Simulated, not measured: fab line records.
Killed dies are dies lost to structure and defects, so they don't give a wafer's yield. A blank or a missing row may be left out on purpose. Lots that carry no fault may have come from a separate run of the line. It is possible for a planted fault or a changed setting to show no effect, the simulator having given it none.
fab line records	flow n5_finfet
record lots=10	wafers=28	last_day=19
route steps=1938 shown BEOL_M2@882 BEOL_M4@1111
lots with no fault: from the same line, run without faults
start_h: the number of hours between the record's first day and the start of the first shown wafer of the lot	wait_h: how many hours have passed since the lot's step before this one	" the same as in the row above	L1.1+2: a row that stands for several wafers	- either no value or no given start	* or withheld: withheld	< > ~ a bound
route shown NAME@n: NAME is a module with steps in the file, n the number in the route of the first one	usual: mean and standard deviation over wafers with no fault	same: alike in all rows	chamber/n: place in a boat	sites: per-site readings	_std_site: standard deviation of those values	_edge_site: inner sites' mean taken away from outer sites' mean	radius_mm: for every site, how far away it sits from the centre of the wafer	mask NAME#n: copy n	behind: the last tool/chamber to shape the wafer	hold: cause of the lot's hold/its duration in hours/its outcome	device: names the non-switching transistor (n, p or np)	end of line: tests run on the same wafers once the route is complete	where a step has no rows: the recipe by itself	killed: dies lost to structure and defects at the first sort, not the wafer's yield	map: a wafer's dies, marking killed ones x, the rest . and places with no die _
set.NAME: the setting as run; set.NAME@STEP: as run at that earlier step	model.NAME: the simulator's own value behind a step, which no gauge read
route steps across a sampled set of lots; one table per step, one row per wafer
services: a tool's chamber out of use, with start hour (start_h, from the record's first day; less than 0 if before it), hours out, and reason
## steps
# step N5_BEOL_M2_ALD_98
# recipe material=SiO2	target_thk_a=25	temp_c=100	ald_precursor_family=BDEAS	ald_co_reactant=O2-plasma	pulse_time_s=1	co_reactant_pulse_time_s=1	purge_time_s=2	co_reactant_purge_time_s=2	ald_cycles=17	pressure_torr=2
# usual heater_power_w=77/8.6	precursor_pulse_height_rel=0.999/0.02
lot.wafer	tool	chamber	start_h	wait_h	heater_power_w	precursor_pulse_height_rel
L607.2	ald_sin-04	3	163.14	0.1	87	0.994
L607.4	"	2	"	"	87	0.989
L607.5	"	0	"	"	79	1.005
L610.2	ald_sin-01	3	172.53	0.1	59	1.002
L610.3	"	0	"	"	64	1.006
L610.4	"	0	"	"	67	1.002
L612.3	ald_sin-01	2	173.17	0.1	79	0.967
L612.4	"	3	"	"	56	0.997
L612.6	"	2	"	"	77	0.991
L614.2	ald_sin-02	1	176.90	0.1	91	1.010
L614.3	"	3	"	"	84	1.012
L614.5	"	3	"	"	82	1.008
L618.1	ald_sin-01	1	213.94	0.1	76	0.979
L618.2	"	0	"	"	66	0.980
L618.6	"	3	"	"	59	1.041
L619.4	ald_sin-01	3	217.13	0.2	60	1.016
L619.5	"	1	"	"	78	1.041
L619.6	"	2	"	"	78	1.018
L620.1	ald_sin-04	1	237.33	1.0	80	1.006
L620.3	"	0	"	"	79	1.055
L620.5	"	2	"	"	87	0.972
L624.1	ald_sin-04	0	241.22	0.8	79	1.006
L624.4	"	1	"	"	79	1.021
L626.1	ald_sin-04	0	252.05	0.1	81	1.009
L626.4	"	2	"	"	84	1.010
L626.5	"	2	"	"	89	1.027
L629.4	ald_sin-04	2	264.42	0.5	85	1.000
L629.5	"	0	"	"	79	1.010
# step N5_BEOL_M2_VIA_ETCH_34
# recipe chemistry=C4F6/O2	target_depth_a=694	mask_material=SOC	pressure_mtorr=15	ion_energy_ev=250	taper_deg=4	time_s=65.9	source_w=350	bias_w=170	Ar_flow_sccm=300	C4F6_flow_sccm=10	O2_flow_sccm=10
# usual bias_w=170.0/0.54	drypump_motor_current_A=5.9/0.42	oes_product_au=0.77/0.07	rf_vpp_V=660/17	showerhead_plenum_p_Torr=2.85/0.072	throttle_valve_pct=30.8/0.31
lot.wafer	tool	chamber	start_h	wait_h	bias_w	drypump_motor_current_A	oes_product_au	rf_hours_counter_h	rf_vpp_V	showerhead_plenum_p_Torr	throttle_valve_pct
L607.2	rie_diel-03	1	165.34	0.0	169.7	5.5	0.81	69	661	2.88	30.8
L607.4	"	0	"	"	171.1	6.1	0.72	170	624	2.86	31.3
L607.5	"	1	"	"	170.3	5.5	0.81	-	660	2.88	30.8
L610.2	rie_diel-03	1	174.15	0.0	169.8	5.4	0.81	73	659	2.88	30.8
L610.3	"	0	"	"	169.4	6.1	0.72	173	624	2.86	31.3
L610.4	"	2	"	"	170.2	5.4	0.71	179	675	2.81	30.5
L612.3	rie_diel-01	0	175.23	0.0	170.0	6.4	0.76	141	672	2.94	30.8
L612.4	"	1	"	"	171.1	6.0	0.70	169	671	2.74	30.7
L612.6	"	0	"	"	169.5	6.5	0.76	-	673	2.94	30.8
L614.2	rie_diel-03	2	177.84	0.0	169.4	5.4	0.72	181	674	2.81	30.5
L614.3	"	0	"	"	169.5	6.1	0.72	175	625	2.86	31.3
L614.5	"	3	"	"	170.3	6.3	0.83	-	663	2.76	30.3
L618.1	rie_diel-03	0	214.73	0.0	170.3	6.1	0.70	185	625	2.85	31.3
L618.2	"	3	"	"	169.7	6.3	0.83	90	665	2.75	30.3
L618.6	"	2	"	"	169.4	5.4	0.70	-	675	2.80	30.5
L619.4	rie_diel-03	1	221.86	0.0	169.9	5.5	0.79	88	659	2.88	30.8
L619.5	"	2	"	"	169.6	5.4	0.70	-	676	2.80	30.5
L619.6	"	1	"	"	170.2	5.5	0.80	-	658	2.88	30.8
L620.1	rie_diel-01	1	237.94	0.0	170.1	5.9	0.69	190	668	2.73	30.7
L620.3	"	2	"	"	170.1	6.2	0.87	50	663	2.89	31.0
L620.5	"	0	"	"	170.4	6.5	0.75	-	671	2.93	30.8
L624.1	rie_diel-06	2	242.70	0.0	169.5	5.4	0.71	216	644	2.80	30.4
L624.4	"	3	"	"	170.7	5.3	0.81	60	668	2.92	31.1
L626.1	rie_diel-01	3	252.57	0.0	170.0	6.1	0.71	249	684	2.79	31.3
L626.4	"	0	"	"	170.2	6.5	0.74	166	672	2.93	30.8
L626.5	"	2	"	"	170.5	6.3	0.87	-	665	2.89	31.0
L629.4	rie_diel-01	2	267.98	0.0	169.6	6.2	0.85	-	663	2.89	31.0
L629.5	"	1	"	"	170.6	5.9	0.69	-	668	2.73	30.8
# step N5_BEOL_M2_TRENCH_ETCH_37
# recipe chemistry=C4F6/O2	target_depth_a=555.55	target=SiOC	time_s=29.2	ion_energy_ev=250	pressure_mtorr=30	source_w=355	bias_w=185	Ar_flow_sccm=300	C4F6_flow_sccm=10	O2_flow_sccm=10
# usual bias_w=185.0/0.58	drypump_motor_current_A=5.9/0.42	oes_product_au=0.77/0.07	rf_vpp_V=660/17	showerhead_plenum_p_Torr=2.86/0.072	throttle_valve_pct=20.93/0.25
lot.wafer	tool	chamber	start_h	wait_h	bias_w	drypump_motor_current_A	oes_product_au	rf_hours_counter_h	rf_vpp_V	showerhead_plenum_p_Torr	throttle_valve_pct
L607.2	rie_diel-03	1	165.44	-	183.7	5.5	0.82	69	660	2.89	21.04
L607.4	"	0	"	"	185.1	6.1	0.71	170	622	2.87	21.34
L607.5	"	1	"	"	183.5	5.5	0.82	-	659	2.89	21.02
L610.2	rie_diel-03	1	174.25	-	185.0	5.5	0.82	73	659	2.89	21.05
L610.3	"	0	"	"	185.1	6.1	0.72	173	624	2.86	21.33
L610.4	"	2	"	"	183.7	5.4	0.71	179	675	2.82	20.55
L612.3	rie_diel-01	0	175.33	-	184.7	6.5	0.77	141	672	2.95	20.86
L612.4	"	1	"	"	185.7	5.9	0.71	169	669	2.75	20.98
L612.6	"	0	"	"	185.6	6.5	0.76	-	673	2.95	20.89
L614.2	rie_diel-03	2	177.94	-	184.9	5.4	0.71	181	675	2.81	20.56
L614.3	"	0	"	"	185.3	6.1	0.72	175	624	2.86	21.34
L614.5	"	3	"	"	185.3	6.3	0.84	-	665	2.76	20.44
L618.1	rie_diel-03	0	214.83	-	157.2	6.1	0.68	185	547	2.86	21.33
L618.2	"	3	"	"	156.4	6.3	0.80	90	584	2.76	20.45
L618.6	"	2	"	"	156.4	5.4	0.67	-	592	2.81	20.58
L619.4	rie_diel-03	1	221.96	-	156.7	5.5	0.78	88	578	2.88	21.05
L619.5	"	2	"	"	157.1	5.3	0.68	-	591	2.81	20.58
L619.6	"	1	"	"	156.6	5.5	0.77	-	577	2.88	21.06
L620.1	rie_diel-01	1	238.04	-	185.5	6.0	0.70	190	670	2.74	21.01
L620.3	"	2	"	"	186.2	6.2	0.88	50	664	2.90	21.01
L620.5	"	0	"	"	185.6	6.5	0.75	-	672	2.94	20.90
L624.1	rie_diel-06	2	242.80	-	185.8	5.3	0.70	216	645	2.81	20.74
L624.4	"	3	"	"	184.5	5.3	0.80	60	670	2.92	21.05
L626.1	rie_diel-01	3	252.67	-	184.4	6.1	0.70	249	682	2.80	21.26
L626.4	"	0	"	"	186.1	6.5	0.74	166	672	2.94	20.91
L626.5	"	2	"	"	185.6	6.2	0.86	-	664	2.89	20.99
L629.4	rie_diel-01	2	268.07	-	185.4	6.2	0.86	-	664	2.89	21.02
L629.5	"	1	"	"	185.1	6.0	0.69	-	667	2.73	21.01
# step N5_BEOL_M2_CD_MEAS_35
# recipe target_cd_nm=18	target_cd_y_nm=22.2	polarity=opening
# usual cd_nm=18.1/0.39
lot.wafer	tool	chamber	start_h	wait_h	cd_nm
L607.2	cd_sem-02	-	165.75	0.0	18.3
L607.4	"	-	"	"	18.3
L607.5	"	-	"	"	18.6
L610.2	cd_sem-01	-	174.56	0.0	18.5
L610.3	"	-	"	"	18.2
L610.4	"	-	"	"	18.4
L612.3	cd_sem-02	-	175.64	0.0	17.8
L612.4	"	-	"	"	17.7
L612.6	"	-	"	"	18.2
L614.2	cd_sem-02	-	178.25	0.0	18.4
L614.3	"	-	"	"	18.2
L614.5	"	-	"	"	18.4
L618.1	cd_sem-01	-	215.13	0.0	18.2
L618.2	"	-	"	"	18.2
L618.6	"	-	"	"	17.9
L619.4	cd_sem-03	-	222.27	0.0	18.1
L619.5	"	-	"	"	18.2
L619.6	"	-	"	"	17.6
L620.1	cd_sem-02	-	238.35	0.0	18.1
L620.3	"	-	"	"	18.3
L620.5	"	-	"	"	18.0
L624.1	cd_sem-01	-	243.11	0.0	17.9
L624.4	"	-	"	"	18.3
L626.1	cd_sem-02	-	252.98	0.0	18.0
L626.4	"	-	"	"	18.4
L626.5	"	-	"	"	18.6
L629.4	cd_sem-02	-	268.37	0.0	18.2
L629.5	"	-	"	"	18.3
# step N5_BEOL_M4_RC_MEAS_101
# usual DIBL_N=36.6/2.1	DIBL_P=36.5/2.7	IOFF_N=0.17/0.043	IOFF_P=0.22/0.045	ION_N=674/17	ION_P=461/9.9	SS_N=71.7/0.79	SS_P=73.4/0.79	VT_N=249/4	VT_P=-250/3.3
lot.wafer	tool	chamber	start_h	wait_h	DIBL_N[mV/V]	DIBL_P[mV/V]	IOFF_N[nA/um]	IOFF_P[nA/um]	ION_N[uA/um]	ION_P[uA/um]	SS_N[mV/dec]	SS_P[mV/dec]	VT_N[mV]	VT_P[mV]
L607.2	prober-01	0	188.87	0.2	33.1	33.5	0.10	0.14	647	443	70.5	71.6	258	-256
L607.4	"	0	"	"	34.9	36.1	0.14	0.18	658	454	71.3	73.0	252	-254
L607.5	"	0	"	"	38.3	39.8	0.22	0.24	696	469	72.1	73.2	244	-251
L610.2	prober-02	0	200.10	0.2	34.9	34.8	0.16	0.26	695	487	71.3	72.6	249	-244
L610.3	"	0	"	"	35.6	34.2	0.17	0.25	653	460	71.6	73.1	250	-245
L610.4	"	0	"	"	36.0	34.3	0.17	0.25	679	465	71.9	73.2	248	-246
L614.2	prober-01	0	209.24	0.2	35.3	37.4	0.13	0.21	659	456	71.8	73.9	252	-251
L614.3	"	0	"	"	32.8	33.5	0.10	0.16	664	462	70.7	72.6	256	-254
L614.5	"	0	"	"	32.1	33.0	0.10	0.15	662	459	71.0	72.1	257	-254
L612.3	prober-02	0	215.73	0.3	39.5	41.3	0.25	0.30	692	469	73.0	74.9	244	-246
L612.4	"	0	"	"	39.0	40.2	0.25	0.30	689	468	72.0	74.1	242	-245
L612.6	"	0	"	"	37.1	36.6	0.20	0.23	687	465	72.0	73.9	248	-246
L618.1	prober-02	0	242.47	0.0	35.8	35.8	0.15	0.18	688	468	72.0	73.0	251	-252
L618.2	"	0	"	"	35.8	36.8	0.16	0.19	660	452	71.7	73.8	247	-252
L618.6	"	0	"	"	36.0	34.5	0.15	0.17	671	451	72.4	73.3	252	-252
L619.4	prober-01	0	250.24	0.5	34.9	33.3	0.14	0.17	683	465	71.6	72.3	252	-248
L619.5	"	0	"	"	35.6	34.0	0.16	0.19	686	470	71.4	72.0	248	-248
L619.6	"	0	"	"	36.1	35.9	0.15	0.21	680	467	71.4	73.3	251	-246
L620.1	prober-02	0	269.86	0.0	35.7	36.7	0.15	0.22	667	466	71.7	73.9	253	-248
L620.3	"	0	"	"	36.4	37.6	0.16	0.24	666	466	71.9	73.5	252	-247
L620.5	"	0	"	"	35.5	36.8	0.14	0.22	673	465	70.7	73.5	252	-249
L624.1	prober-02	0	275.77	0.0	37.5	37.3	0.21	0.22	678	460	71.7	73.9	244	-250
L624.4	"	0	"	"	36.2	36.1	0.18	0.20	699	469	71.6	73.4	246	-250
L626.1	prober-01	0	282.81	0.0	37.2	37.7	0.18	0.24	699	478	72.0	73.5	247	-246
L626.4	"	0	"	"	36.0	36.6	0.17	0.23	678	465	71.1	73.3	246	-247
L626.5	"	0	"	"	37.9	38.2	0.19	0.24	664	456	72.0	73.2	245	-249
L629.4	prober-02	0	340.96	0.5	34.8	32.7	0.12	0.14	672	456	70.9	72.0	254	-254
L629.5	"	0	"	"	33.9	32.3	0.10	0.14	645	446	70.4	72.4	257	-256
## services
tool	chamber	start_h	hours	kind
ald_sin-04	2	164.94	4.4	repair
ald_sin-01	1	171.53	16.3	repair
ald_sin-02	0	176.86	13.6	repair
ald_sin-01	-	178.29	2.8	pm
ald_sin-01	-	195.04	6.1	pm
ald_sin-01	0	195.04	-	clean
ald_sin-01	1	195.04	-	clean
ald_sin-01	2	195.04	-	clean
ald_sin-01	3	195.04	-	clean
rie_diel-06	1	220.53	-	clean
rie_diel-06	1	220.53	-	consumable_replace:focus_ring
rie_diel-06	1	220.53	20.2	scheduled_down
rie_diel-06	1	220.53	20.2	vent_cycle
ald_sin-04	3	221.86	24.5	repair
rie_diel-03	-	222.26	2.8	pm
ald_sin-02	1	226.49	5.0	repair
ald_sin-02	-	236.11	2.8	pm
rie_diel-01	3	255.63	-	clean
rie_diel-01	3	255.63	-	consumable_replace:focus_ring
rie_diel-01	3	255.63	20.5	scheduled_down
rie_diel-01	3	255.63	20.5	vent_cycle
## key
first_sign step=N5_BEOL_M2_TRENCH_ETCH_37	reading=bias_w	direction=down	sigmas=49	usual=*	struck=*
effect step=N5_BEOL_M2_TRENCH_ETCH_37	reading=rf_vpp_V	direction=down	sigmas=4.7	usual=660	struck=578
met_at N5_BEOL_M2_TRENCH_ETCH_37
struck_lots L618,L619
not_acting_at N5_BEOL_M2_ALD_98,N5_BEOL_M2_VIA_ETCH_34,N5_BEOL_M2_CD_MEAS_35
onset_between 177.94 214.83
fault kind=process_parameter_drift	tool=rie_diel-03	chamber=-	onset_h=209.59	steps=N5_BEOL_M2_TRENCH_ETCH_37	channel=bias_w	offset=*	shape=step	end_h=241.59	acts_in=*	stated=*
